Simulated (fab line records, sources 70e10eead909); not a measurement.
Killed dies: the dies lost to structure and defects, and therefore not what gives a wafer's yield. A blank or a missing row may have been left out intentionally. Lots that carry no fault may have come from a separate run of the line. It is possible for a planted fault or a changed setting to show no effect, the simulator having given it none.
Matching of chambers + flow nandHarc + rieDiel-07 running NHARC_A_CONTACT_ETCH_102: 4 sister chambers
The step etches the open film in CF4/O2, target depth 70 nm, overetch 7 nm, time 38.5 s. 4 wafers are shown with their chamber, then 7 later ones without.

## WAFERS PAIRED WITH THEIR CHAMBERS
| wafer  | chamber | drypumpMotorCurrentA (A) |
|--------|---------|--------------------------|
| L288.1 | 3       | 5.0                      |
| L289.1 | 0       | 5.3                      |
| L291.1 | 1       | 5.0                      |
| L291.4 | 2       | 4.9                      |

## WAFERS MISSING THEIR CHAMBER
| wafer  | drypumpMotorCurrentA (A) |
|--------|--------------------------|
| L291.5 | 5.1                      |
| L294.2 | 5.0                      |
| L294.3 | 5.0                      |
| L294.6 | 5.1                      |
| L297.2 | 5.0                      |
| L297.5 | 5.1                      |
| L297.6 | 5.3                      |

## EACH ONE'S CHAMBER
| wafer  | from the rows above               | in truth |
|--------|-----------------------------------|----------|
| L291.5 | can't be placed: 1 or 3 or 2 or 0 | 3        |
| L294.2 | can't be placed: 1 or 3 or 2      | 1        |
| L294.3 | can't be placed: 1 or 3 or 2      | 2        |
| L294.6 | can't be placed: 1 or 3 or 2 or 0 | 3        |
| L297.2 | can't be placed: 1 or 3 or 2      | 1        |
| L297.5 | can't be placed: 1 or 3 or 2 or 0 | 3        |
| L297.6 | 0                                 | 0        |
1 of 7 placed correctly. Cannot be placed on the basis of these rows: 6; the candidates contain the true chamber in 6. Wrongly placed: 0.
How it was worked out, from the rows above alone: a wafer's distance from a chamber is the root of the sum, over the readings, of the square of ((its reading less the chamber's mean) divided by the reading's scatter). The wafer belongs to the nearest chamber; if the next one is less than 2 further off, it can't be placed. For every chamber, the mean is computed from those of its wafers that are shown. The scatter (one wafer shown for each chamber): square how far every hidden wafer sits from the nearest shown wafer, average those squares and take the square root.
